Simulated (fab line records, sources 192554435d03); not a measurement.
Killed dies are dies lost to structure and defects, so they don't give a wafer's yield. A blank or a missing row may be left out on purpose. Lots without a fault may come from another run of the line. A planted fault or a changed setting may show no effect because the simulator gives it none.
Which tool did it? | flow n5_finfet | 23 lots, 69 wafers sampled, at 6 steps of a route of 1938

WHAT THE GAUGES READ, wafer by wafer
The record holds no reading of a measuring or inspecting step that can be judged against a usual standard deviation.

WHICH TOOL RAN EACH LOT (tool, then ch and the chambers of the sampled wafers, then the start)
lot  | N5_HKMG_FIN_STRIP_92              | N5_HKMG_FIN_STRIP_19                | N5_HKMG_FIN_STRIP_88                | N5_GATE_CUT_ETCH_28               | N5_GATE_CUT_CMP_61           | N5_MOL_CONTACT_COAG_DESCUM_13
L074 | rie_diel-04 ch 0,2,3, day 4 01:14 | plasma_asher-01 ch 0,1, day 4 01:30 | plasma_asher-01 ch 0,1, day 4 02:29 | rie_diel-06 ch 1,3, day 4 09:08   | cmp-01 ch 2,3, day 4 12:16   | rie_diel-05 ch 0,3, day 4 13:01
L075 | rie_diel-04 ch 1,2,3, day 4 13:13 | plasma_asher-01 ch 0,1, day 4 13:22 | plasma_asher-01 ch 0,1, day 4 14:32 | rie_diel-06 ch 2,3, day 4 22:22   | cmp-04 ch 0,1,2, day 5 01:50 | rie_diel-04 ch 0,1,3, day 5 02:46
L076 | rie_diel-04 ch 0,1, day 4 15:01   | plasma_asher-02 ch 0,1, day 4 15:10 | plasma_asher-02 ch 0, day 4 16:09   | rie_diel-06 ch 0,2,3, day 5 01:02 | cmp-01 ch 1,2, day 5 04:08   | rie_diel-04 ch 1,3, day 5 04:47
L077 | rie_diel-04 ch 1,2,3, day 4 22:22 | plasma_asher-02 ch 0,1, day 4 22:31 | plasma_asher-02 ch 0,1, day 4 23:43 | rie_diel-03 ch 2,3, day 5 07:12   | cmp-04 ch 0,2, day 5 10:20   | rie_diel-05 ch 2,3, day 5 11:22
L078 | rie_diel-05 ch 0,2, day 5 05:52   | plasma_asher-01 ch 0,1, day 5 06:08 | plasma_asher-02 ch 0,1, day 5 07:06 | rie_diel-06 ch 2,3, day 5 13:41   | cmp-02 ch 1,3, day 5 17:03   | rie_diel-05 ch 2,3, day 5 19:17
L079 | rie_diel-04 ch 0,2,3, day 5 13:14 | plasma_asher-01 ch 0,1, day 5 13:22 | plasma_asher-02 ch 0,1, day 5 14:20 | rie_diel-06 ch 0,1,3, day 5 21:44 | cmp-02 ch 0,1, day 6 01:08   | rie_diel-04 ch 0,2, day 6 02:18
L080 | rie_diel-04 ch 0,1,2, day 5 22:58 | plasma_asher-02 ch 0,1, day 5 23:07 | plasma_asher-02 ch 0,1, day 6 00:08 | rie_diel-03 ch 0,2, day 6 07:19   | cmp-04 ch 1,3, day 6 10:30   | rie_diel-04 ch 0,1,3, day 6 11:24
L081 | rie_diel-01 ch 0,1,3, day 6 05:20 | plasma_asher-01 ch 0,1, day 6 05:29 | plasma_asher-01 ch 0,1, day 6 06:28 | rie_diel-03 ch 1,2,3, day 6 13:08 | cmp-04 ch 0,1,2, day 6 16:24 | rie_diel-05 ch 1,2,3, day 6 17:04
L082 | rie_diel-05 ch 1,2, day 6 07:44   | plasma_asher-02 ch 0,1, day 6 07:56 | plasma_asher-01 ch 0,1, day 6 08:54 | rie_diel-06 ch 1,2, day 6 15:55   | cmp-01 ch 0,1, day 6 19:02   | rie_diel-01 ch 0,1,3, day 6 20:06
L083 | rie_diel-04 ch 1,2, day 6 09:47   | plasma_asher-01 ch 0, day 6 09:56   | plasma_asher-01 ch 0,1, day 6 11:02 | rie_diel-02 ch 0,1, day 6 18:38   | cmp-04 ch 2,3, day 6 22:10   | rie_diel-01 ch 1,2,3, day 6 23:11
L084 | rie_diel-05 ch 1,2,3, day 6 17:59 | plasma_asher-01 ch 0,1, day 6 18:08 | plasma_asher-02 ch 0,1, day 6 19:17 | rie_diel-02 ch 0,2, day 7 02:10   | cmp-01 ch 1,3, day 7 05:16   | rie_diel-01 ch 0,1, day 7 05:55
L085 | rie_diel-01 ch 1,3, day 6 23:06   | plasma_asher-02 ch 0, day 6 23:14   | plasma_asher-02 ch 0,1, day 7 00:14 | rie_diel-06 ch 1,3, day 7 06:58   | cmp-02 ch 0,2, day 7 10:25   | rie_diel-01 ch 0,1,2, day 7 11:10
L086 | rie_diel-05 ch 1,2,3, day 7 05:14 | plasma_asher-02 ch 0,1, day 7 05:30 | plasma_asher-01 ch 0,1, day 7 06:28 | rie_diel-03 ch 0,1,3, day 7 13:07 | cmp-02 ch 1,2, day 7 16:20   | rie_diel-04 ch 0,2, day 7 17:08
L087 | rie_diel-01 ch 0,2,3, day 7 12:47 | plasma_asher-02 ch 0,1, day 7 13:03 | plasma_asher-01 ch 0,1, day 7 14:09 | rie_diel-06 ch 0,2,3, day 7 20:47 | cmp-04 ch 1,2, day 7 23:58   | rie_diel-05 ch 0,3, day 8 00:58
L088 | rie_diel-05 ch 0,1,3, day 7 18:02 | plasma_asher-01 ch 0,1, day 7 18:11 | plasma_asher-01 ch 0,1, day 7 19:10 | rie_diel-03 ch 1,3, day 8 02:21   | cmp-04 ch 0,1,2, day 8 05:31 | rie_diel-01 ch 0,1, day 8 06:14
L089 | rie_diel-04 ch 0,2, day 8 01:47   | plasma_asher-02 ch 0,1, day 8 01:56 | plasma_asher-01 ch 0,1, day 8 03:02 | rie_diel-03 ch 1,2,3, day 8 10:05 | cmp-04 ch 1,2,3, day 8 13:35 | rie_diel-01 ch 0,2,3, day 8 14:12
L090 | rie_diel-01 ch 2,3, day 8 05:10   | plasma_asher-01 ch 0,1, day 8 05:19 | plasma_asher-02 ch 0,1, day 8 06:17 | rie_diel-03 ch 0,1, day 8 13:56   | cmp-01 ch 0,1,3, day 8 18:31 | rie_diel-04 ch 1,3, day 8 19:27
L091 | rie_diel-04 ch 1,3, day 8 11:08   | plasma_asher-02 ch 0,1, day 8 11:17 | plasma_asher-01 ch 0,1, day 8 12:16 | rie_diel-02 ch 1,2,3, day 8 22:10 | cmp-02 ch 0,1,2, day 9 03:07 | rie_diel-04 ch 0,2,3, day 9 04:20
L092 | rie_diel-04 ch 0,1,3, day 8 15:35 | plasma_asher-02 ch 0,1, day 8 15:52 | plasma_asher-01 ch 0,1, day 8 16:55 | rie_diel-03 ch 1,2, day 9 02:48   | cmp-01 ch 1,2, day 9 06:21   | rie_diel-05 ch 0,1, day 9 07:04
L093 | rie_diel-04 ch 0,1,3, day 9 01:16 | plasma_asher-01 ch 0,1, day 9 01:25 | plasma_asher-02 ch 0,1, day 9 02:26 | rie_diel-06 ch 2,3, day 9 09:08   | cmp-02 ch 0,1, day 9 12:14   | rie_diel-05 ch 0,1,3, day 9 13:25
L094 | rie_diel-05 ch 0,1,2, day 9 04:49 | plasma_asher-01 ch 0,1, day 9 04:58 | plasma_asher-02 ch 0,1, day 9 06:05 | rie_diel-03 ch 1,2, day 9 13:04   | cmp-01 ch 1,2,3, day 9 16:13 | rie_diel-05 ch 0,3, day 9 17:08
L095 | rie_diel-05 ch 0,1,2, day 9 11:05 | plasma_asher-01 ch 0,1, day 9 11:14 | plasma_asher-02 ch 0,1, day 9 12:15 | rie_diel-02 ch 1,2,3, day 9 19:04 | cmp-04 ch 1,3, day 9 22:12   | rie_diel-05 ch 1,2,3, day 9 22:57
L096 | rie_diel-04 ch 0,1,3, day 9 20:04 | plasma_asher-01 ch 0,1, day 9 20:13 | plasma_asher-02 ch 0,1, day 9 21:13 | rie_diel-06 ch 1,2, day 10 03:46  | cmp-02 ch 0,2, day 10 06:51  | rie_diel-04 ch 1,2,3, day 10 07:38
- N5_HKMG_FIN_STRIP_92: strips SOC in N2/H2, time 20 s.
- N5_HKMG_FIN_STRIP_19: strips in N2/H2, time 360 s.
- N5_HKMG_FIN_STRIP_88: strips in N2/H2, time 360 s.
- N5_GATE_CUT_ETCH_28: etches underlayer in N2/H2, target depth 13 nm, time 10.4 s.
- N5_GATE_CUT_CMP_61: polishes, stops on SiNx, t overpolish 3 s.
- N5_MOL_CONTACT_COAG_DESCUM_13: chemistry O2, time 7 s.

WHAT THE TOOLS THEMSELVES READ (means of the sampled wafers that have a number; where no wafer has one, the mark that the record gives instead)
N5_HKMG_FIN_STRIP_92.
lot  | tool        | drypump_motor_current_A (A) | oes_product_au (a.u.) | rf_vpp_V (V) | showerhead_plenum_p_Torr (Torr) | throttle_valve_pct (%)
L074 | rie_diel-04 | 6.0                         | 0.73                  | 54.2         | 3.39                            | 18.7
L075 | rie_diel-04 | 5.7                         | 0.76                  | 54.3         | 3.45                            | 18.9
L076 | rie_diel-04 | 6.0                         | 0.79                  | 54.0         | 3.33                            | 19.2
L077 | rie_diel-04 | 5.8                         | 0.75                  | 53.8         | 3.44                            | 18.9
L078 | rie_diel-05 | 5.9                         | 0.83                  | 54.3         | 3.31                            | 18.4
L079 | rie_diel-04 | 6.0                         | 0.72                  | 53.8         | 3.38                            | 18.7
L080 | rie_diel-04 | 6.0                         | 0.74                  | 54.4         | 3.35                            | 19.0
L081 | rie_diel-01 | 5.7                         | 0.84                  | 53.6         | 3.34                            | 19.3
L082 | rie_diel-05 | 6.5                         | 0.75                  | 54.4         | 3.40                            | 18.7
L083 | rie_diel-04 | 5.7                         | 0.76                  | 54.4         | 3.40                            | 19.2
L084 | rie_diel-05 | 6.2                         | 0.76                  | 54.1         | 3.45                            | 18.7
L085 | rie_diel-01 | 5.6                         | 0.78                  | 54.8         | 3.26                            | 19.2
L086 | rie_diel-05 | 6.2                         | 0.75                  | 54.5         | 3.44                            | 18.7
L087 | rie_diel-01 | 5.7                         | 0.78                  | 54.6         | 3.31                            | 19.0
L088 | rie_diel-05 | 5.8                         | 0.76                  | 53.9         | 3.40                            | 18.6
L089 | rie_diel-04 | 6.0                         | 0.68                  | 54.4         | 3.36                            | 18.8
L090 | rie_diel-01 | 6.1                         | 0.71                  | 53.7         | 3.28                            | 18.9
L091 | rie_diel-04 | 5.7                         | 0.75                  | 54.1         | 3.44                            | 18.9
L092 | rie_diel-04 | 6.0                         | 0.74                  | 54.1         | 3.34                            | 19.0
L093 | rie_diel-04 | 6.0                         | 0.73                  | 54.2         | 3.33                            | 19.0
L094 | rie_diel-05 | 6.2                         | 0.85                  | 54.2         | 3.35                            | 18.5
L095 | rie_diel-05 | 6.2                         | 0.84                  | 53.6         | 3.35                            | 18.5
L096 | rie_diel-04 | 6.0                         | 0.72                  | 53.7         | 3.33                            | 19.0

N5_HKMG_FIN_STRIP_19.
lot  | tool            | drypump_motor_current_A (A) | heater_power_w (W)
L074 | plasma_asher-01 | 5.8                         | 422
L075 | plasma_asher-01 | 5.8                         | 418
L076 | plasma_asher-02 | 6.5                         | 463
L077 | plasma_asher-02 | 6.5                         | 460
L078 | plasma_asher-01 | 5.8                         | 425
L079 | plasma_asher-01 | 5.8                         | 427
L080 | plasma_asher-02 | 6.4                         | 452
L081 | plasma_asher-01 | 5.8                         | 422
L082 | plasma_asher-02 | 6.4                         | 459
L083 | plasma_asher-01 | 5.7                         | 438
L084 | plasma_asher-01 | 5.8                         | 413
L085 | plasma_asher-02 | 6.4                         | 465
L086 | plasma_asher-02 | 6.5                         | 455
L087 | plasma_asher-02 | 6.4                         | 460
L088 | plasma_asher-01 | 5.8                         | 428
L089 | plasma_asher-02 | 6.4                         | 454
L090 | plasma_asher-01 | 5.8                         | 425
L091 | plasma_asher-02 | 6.4                         | 454
L092 | plasma_asher-02 | 6.5                         | 451
L093 | plasma_asher-01 | 5.8                         | 413
L094 | plasma_asher-01 | 5.9                         | 412
L095 | plasma_asher-01 | 5.8                         | 416
L096 | plasma_asher-01 | 5.8                         | 429

N5_HKMG_FIN_STRIP_88.
lot  | tool            | drypump_motor_current_A (A) | heater_power_w (W)
L074 | plasma_asher-01 | 5.8                         | 430
L075 | plasma_asher-01 | 5.8                         | 428
L076 | plasma_asher-02 | 6.4                         | 463
L077 | plasma_asher-02 | 6.4                         | 460
L078 | plasma_asher-02 | 6.4                         | 464
L079 | plasma_asher-02 | 6.4                         | 457
L080 | plasma_asher-02 | 6.4                         | 462
L081 | plasma_asher-01 | 5.8                         | 417
L082 | plasma_asher-01 | 5.8                         | 423
L083 | plasma_asher-01 | 5.9                         | 414
L084 | plasma_asher-02 | 6.4                         | 446
L085 | plasma_asher-02 | 6.5                         | 457
L086 | plasma_asher-01 | 5.8                         | 429
L087 | plasma_asher-01 | 5.8                         | 426
L088 | plasma_asher-01 | 5.8                         | 420
L089 | plasma_asher-01 | 5.8                         | 428
L090 | plasma_asher-02 | 6.4                         | 456
L091 | plasma_asher-01 | 5.8                         | 422
L092 | plasma_asher-01 | 5.9                         | 414
L093 | plasma_asher-02 | 6.4                         | 458
L094 | plasma_asher-02 | 6.5                         | 453
L095 | plasma_asher-02 | 6.4                         | 460
L096 | plasma_asher-02 | 6.5                         | 450

N5_GATE_CUT_ETCH_28.
lot  | tool        | bias_w (W) | drypump_motor_current_A (A) | etch_rf_on_time_s (s) | oes_product_au (a.u.) | rf_vpp_V (V) | showerhead_plenum_p_Torr (Torr) | throttle_valve_pct (%)
L074 | rie_diel-06 | 150.3      | 6.1                         | 10.42                 | 0.63                  | 527.0        | 2.63                            | 17.76
L075 | rie_diel-06 | 149.4      | 5.5                         | 10.41                 | 0.78                  | 527.2        | 2.62                            | 17.69
L076 | rie_diel-06 | 150.2      | 5.7                         | 10.49                 | 0.70                  | 526.0        | 2.60                            | 17.78
L077 | rie_diel-03 | 149.6      | 5.3                         | 10.62                 | 0.61                  | 522.2        | 2.50                            | 18.11
L078 | rie_diel-06 | 149.8      | 5.4                         | 10.38                 | 0.77                  | 526.8        | 2.62                            | 17.70
L079 | rie_diel-06 | 150.2      | 6.0                         | 10.35                 | 0.72                  | 525.1        | 2.60                            | 17.70
L080 | rie_diel-03 | 149.7      | 5.8                         | 10.48                 | 0.72                  | 521.2        | 2.47                            | 17.95
L081 | rie_diel-03 | 149.7      | 5.5                         | 10.52                 | 0.63                  | 523.0        | 2.54                            | 18.14
L082 | rie_diel-06 | 150.2      | 5.8                         | 10.18                 | 0.81                  | 525.0        | 2.59                            | 17.54
L083 | rie_diel-02 | 150.4      | 6.1                         | 10.31                 | 0.68                  | 526.8        | 2.67                            | 17.48
L084 | rie_diel-02 | 150.3      | 6.1                         | 10.45                 | 0.69                  | 525.1        | 2.60                            | 17.73
L085 | rie_diel-06 | 150.3      | 5.9                         | 10.27                 | 0.75                  | 527.0        | 2.65                            | 17.60
L086 | rie_diel-03 | 150.2      | 6.0                         | 10.52                 | 0.67                  | 524.2        | 2.55                            | 18.04
L087 | rie_diel-06 | 149.8      | 5.6                         | 10.49                 | 0.68                  | 525.6        | 2.59                            | 17.83
L088 | rie_diel-03 | 150.2      | 5.8                         | 10.57                 | 0.61                  | 525.6        | 2.60                            | 18.21
L089 | rie_diel-03 | 150.2      | 5.5                         | 10.58                 | 0.62                  | 523.5        | 2.53                            | 18.17
L090 | rie_diel-03 | 150.0      | 6.2                         | 10.62                 | 0.68                  | 525.3        | 2.60                            | 18.07
L091 | rie_diel-02 | 149.9      | 6.0                         | 10.32                 | 0.69                  | 526.0        | 2.59                            | 17.80
L092 | rie_diel-03 | 149.9      | 5.7                         | 10.66                 | 0.62                  | 524.4        | 2.58                            | 18.19
L093 | rie_diel-06 | 149.7      | 5.6                         | 10.44                 | 0.72                  | 527.0        | 2.65                            | 17.71
L094 | rie_diel-03 | 149.9      | 5.5                         | 10.67                 | 0.63                  | 522.7        | 2.52                            | 18.15
L095 | rie_diel-02 | 150.1      | 6.0                         | 10.37                 | 0.69                  | 525.2        | 2.59                            | 17.81
L096 | rie_diel-06 | 149.7      | 5.5                         | 10.39                 | 0.75                  | 525.5        | 2.58                            | 17.67

N5_GATE_CUT_CMP_61.
lot  | tool   | motor_current_A (A) | pad_life_wafers
L074 | cmp-01 | 12.2                | 950
L075 | cmp-04 | 11.3                | 422
L076 | cmp-01 | 14.3                | 1094
L077 | cmp-04 | 11.1                | 470
L078 | cmp-02 | 12.2                | 1940
L079 | cmp-02 | 12.3                | 2012
L080 | cmp-04 | 12.0                | 661
L081 | cmp-04 | 11.4                | 716
L082 | cmp-01 | 14.0                | 1406
L083 | cmp-04 | 13.1                | 770
L084 | cmp-01 | 12.9                | 1495
L085 | cmp-02 | 12.5                | 206
L086 | cmp-02 | 11.5                | 264
L087 | cmp-04 | 12.2                | 930
L088 | cmp-04 | 11.8                | 980
L089 | cmp-04 | 12.3                | 1052
L090 | cmp-01 | 13.7                | 1754
L091 | cmp-02 | 11.7                | 547
L092 | cmp-01 | 14.9                | 1854
L093 | cmp-02 | 12.6                | 626
L094 | cmp-01 | 13.0                | 1940
L095 | cmp-04 | 12.3                | 1298
L096 | cmp-02 | 11.9                | 763

N5_MOL_CONTACT_COAG_DESCUM_13.
lot  | tool        | drypump_motor_current_A (A) | oes_product_au (a.u.) | rf_vpp_V (V) | showerhead_plenum_p_Torr (Torr) | throttle_valve_pct (%)
L074 | rie_diel-05 | 5.6                         | 0.84                  | 243.8        | 2.15                            | 20.38
L075 | rie_diel-04 | 6.0                         | 0.76                  | 242.6        | 2.09                            | 20.30
L076 | rie_diel-04 | 5.7                         | 0.79                  | 244.1        | 2.13                            | 20.44
L077 | rie_diel-05 | 6.3                         | 0.80                  | 243.6        | 2.14                            | 20.41
L078 | rie_diel-05 | 5.9                         | 0.80                  | 244.1        | 2.17                            | 20.47
L079 | rie_diel-04 | 6.0                         | 0.70                  | 243.0        | 2.10                            | 20.19
L080 | rie_diel-04 | 6.0                         | 0.75                  | 241.9        | 2.09                            | 20.33
L081 | rie_diel-05 | 6.1                         | 0.76                  | 244.1        | 2.16                            | 20.47
L082 | rie_diel-01 | 5.7                         | 0.83                  | 242.2        | 2.09                            | 20.63
L083 | rie_diel-01 | 6.1                         | 0.77                  | 242.7        | 2.07                            | 20.57
L084 | rie_diel-01 | 6.3                         | 0.88                  | 244.4        | 2.13                            | 20.74
L085 | rie_diel-01 | 6.2                         | 0.82                  | 243.1        | 2.12                            | 20.65
L086 | rie_diel-04 | 6.3                         | 0.70                  | 242.6        | 2.04                            | 20.23
L087 | rie_diel-05 | 5.6                         | 0.82                  | 242.9        | 2.08                            | 20.32
L088 | rie_diel-01 | 6.2                         | 0.87                  | 243.7        | 2.13                            | 20.76
L089 | rie_diel-01 | 5.7                         | 0.77                  | 242.8        | 2.06                            | 20.54
L090 | rie_diel-04 | 5.7                         | 0.74                  | 244.3        | 2.14                            | 20.33
L091 | rie_diel-04 | 6.0                         | 0.79                  | 242.9        | 2.09                            | 20.11
L092 | rie_diel-05 | 6.1                         | 0.92                  | 243.4        | 2.11                            | 20.14
L093 | rie_diel-05 | 5.8                         | 0.86                  | 244.0        | 2.12                            | 20.32
L094 | rie_diel-05 | 5.6                         | 0.80                  | 242.7        | 2.08                            | 20.34
L095 | rie_diel-05 | 6.1                         | 0.82                  | 244.0        | 2.14                            | 20.38
L096 | rie_diel-04 | 5.7                         | 0.79                  | 243.9        | 2.13                            | 20.27

THE ANSWER, worked out from the rows above alone
Rule: what is usual is taken from the lots themselves. Put in order of their means at a reading, lots are off if they are a third of the lots or fewer, leave a main group of 4 or more, and stand apart from it by a gap of 3 or more times the standard deviation of the main group's means; of several such gaps the widest counts. A main group whose means are all the same, to the digits that the tables above print for the reading, isn't used. A lot without any number at a reading at which 4 lots or more have one is off too. The other lots that the step has rows for count as sound. The gauges are gone through in route order, then the tools' own readings, and for those a lot's mean is taken as printed above. The first step at which some lot is off is used, and at that step the reading that is off furthest; a lot without a number counts as furthest.
No lot is off at any reading shown: from this, nothing can be told.

WHAT THE SIMULATOR HAD PUT IN
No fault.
